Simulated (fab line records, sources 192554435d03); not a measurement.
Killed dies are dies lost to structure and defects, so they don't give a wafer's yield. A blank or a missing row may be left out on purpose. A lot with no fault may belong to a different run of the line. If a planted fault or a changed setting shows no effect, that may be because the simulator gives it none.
Chamber matching    flow n5-finfet    3 sister chambers for N5_BEOL_M3_PRE_CLEAN_60 on cvd-co-01
The step time 15 s. 6 wafers are shown with their chamber, then 12 later ones without.

EACH WAFER AND ITS CHAMBER
wafer   chamber  heater-power-w (W)
L086.6  1        103
L085.2  1        103
L085.6  2        82
L088.1  2        85
L088.2  0        120
L088.4  0        125

WAFERS WHOSE CHAMBER IS MISSING
wafer   heater-power-w (W)
L091.1  82
L091.2  101
L091.3  119
L095.2  103
L095.4  119
L095.6  85
L096.1  86
L096.2  118
L096.3  104
L097.1  101
L097.2  84
L097.5  84

EACH ONE'S CHAMBER
wafer   from the rows above  in truth
L091.1  2                    2
L091.2  1                    1
L091.3  0                    0
L095.2  1                    1
L095.4  0                    0
L095.6  2                    2
L096.1  2                    2
L096.2  0                    0
L096.3  1                    1
L097.1  1                    1
L097.2  2                    2
L097.5  2                    2
12 of 12 placed correctly. Not placeable from these rows: 0. 0 placed wrongly.
How it was worked out, from the rows above alone: a wafer's distance from a chamber is the root of the sum, over the readings, of the square of ((its reading less the chamber's mean) divided by the reading's scatter). The wafer belongs to the nearest chamber; if the next one is less than 2 further off, it can't be placed. Each chamber's mean is taken over the wafers shown for it. How the scatter is found: for the shown wafers, subtract from each reading the mean of its chamber, square and add these, divide the total by (wafers less chambers), then take the root.
